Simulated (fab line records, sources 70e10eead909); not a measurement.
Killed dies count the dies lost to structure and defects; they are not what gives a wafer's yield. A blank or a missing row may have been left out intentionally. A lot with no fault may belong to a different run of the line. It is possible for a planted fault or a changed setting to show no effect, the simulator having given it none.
Matching of chambers	flow nandHarc	NHARC_P_M0_DEP_32 on pecvd-01: 3 sister chambers
The step deposits SiCN, target thk 30 nm. 6 wafers are shown with their chamber, then 9 later ones without.

WAFERS WITH THEIR CHAMBER
wafer	chamber	heaterPowerW (W)	chamberPressureTorr (Torr)
L084.5	0	482	3.006
L088.2	0	552	2.993
L088.6	1	511	3.007
L089.1	1	551	2.993
L089.3	2	636	2.998
L089.4	2	654	3.004

WAFERS WITH NO CHAMBER GIVEN
wafer	heaterPowerW (W)	chamberPressureTorr (Torr)
L091.1	556	3.011
L091.3	735	3.000
L091.4	546	2.998
L092.2	451	2.989
L092.3	570	2.994
L092.6	701	3.008
L093.2	543	3.006
L093.5	554	2.998
L093.6	549	2.986

CHAMBER TAKEN BY EACH
wafer	from the rows above	in truth
L091.1	can't be placed: 1 or 0 or 2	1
L091.3	2	2
L091.4	can't be placed: 1 or 0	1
L092.2	can't be placed: 0 or 1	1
L092.3	can't be placed: 1 or 0 or 2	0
L092.6	2	2
L093.2	can't be placed: 1 or 0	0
L093.5	can't be placed: 1 or 0 or 2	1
L093.6	can't be placed: 1 or 0 or 2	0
Correct placement for 2 of the 9. Unplaceable from these rows: 7, with the true chamber sitting among the candidates in 7. Placed wrongly: 0.
How it was worked out, from the rows above alone: a wafer's distance from a chamber is the root of the sum, over the readings, of the square of ((its reading less the chamber's mean) divided by the reading's scatter). If the next closest chamber is less than 2 further off than the closest, the wafer can't be placed; otherwise it belongs to the closest. A chamber's mean is the mean of its shown wafers. How the scatter is found: for the shown wafers, subtract from each reading the mean of its chamber, square and add these, divide the total by (wafers less chambers), then take the root.
